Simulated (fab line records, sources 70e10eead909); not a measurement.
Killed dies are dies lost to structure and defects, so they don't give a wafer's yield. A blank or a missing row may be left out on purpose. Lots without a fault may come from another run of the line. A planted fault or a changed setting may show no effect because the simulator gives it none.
Chamber matching | flow nand_harc | NHARC_A_WL_FILL_ALD_00 on ald_hk-03: 4 sister chambers
The step deposits Al2O3, target thk 3 nm, pulse time 3 s, ald cycles 30. 8 wafers are shown with their chamber, then 8 later ones without.

WAFERS WITH THEIR CHAMBER
wafer  | chamber | heater_power_w (W) | precursor_pulse_height_rel
L080.5 | 2       | 447                | 0.969
L084.2 | 1       | 430                | 1.014
L084.3 | 0       | 463                | 0.995
L084.6 | 3       | 400                | 1.033
L087.1 | 3       | 394                | 0.991
L087.3 | 2       | 448                | 1.027
L087.4 | 1       | 439                | 1.025
L091.1 | 0       | 469                | 1.006

WAFERS WITHOUT THEIR CHAMBER
wafer  | heater_power_w (W) | precursor_pulse_height_rel
L091.4 | 440                | 0.997
L091.6 | 459                | 0.989
L090.3 | 378                | 1.023
L090.5 | 436                | 1.019
L090.6 | 452                | 1.012
L095.2 | 466                | 1.013
L095.4 | 396                | 0.989
L095.5 | 468                | 0.985

WHICH CHAMBER EACH WENT THROUGH
wafer  | from the rows above     | in truth
L091.4 | can't be placed: 1 or 2 | 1
L091.6 | can't be placed: 0 or 2 | 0
L090.3 | 3                       | 3
L090.5 | 1                       | 1
L090.6 | 2                       | 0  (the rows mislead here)
L095.2 | 0                       | 0
L095.4 | 3                       | 3
L095.5 | 0                       | 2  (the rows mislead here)
Placed correctly: 4 of 8. Can't be placed from these rows: 2 (the true chamber is among the candidates in 2). Placed wrongly: 2.
How it was worked out, from the rows above alone: a wafer's distance from a chamber is the root of the sum, over the readings, of the square of ((its reading less the chamber's mean) divided by the reading's scatter). The wafer belongs to the nearest chamber; if the next one is less than 2 further off, it can't be placed. A chamber's mean is the mean of its shown wafers. The scatter: the root of (the sum of the squares of (reading less its chamber's mean) over the shown wafers, divided by (wafers less chambers)).
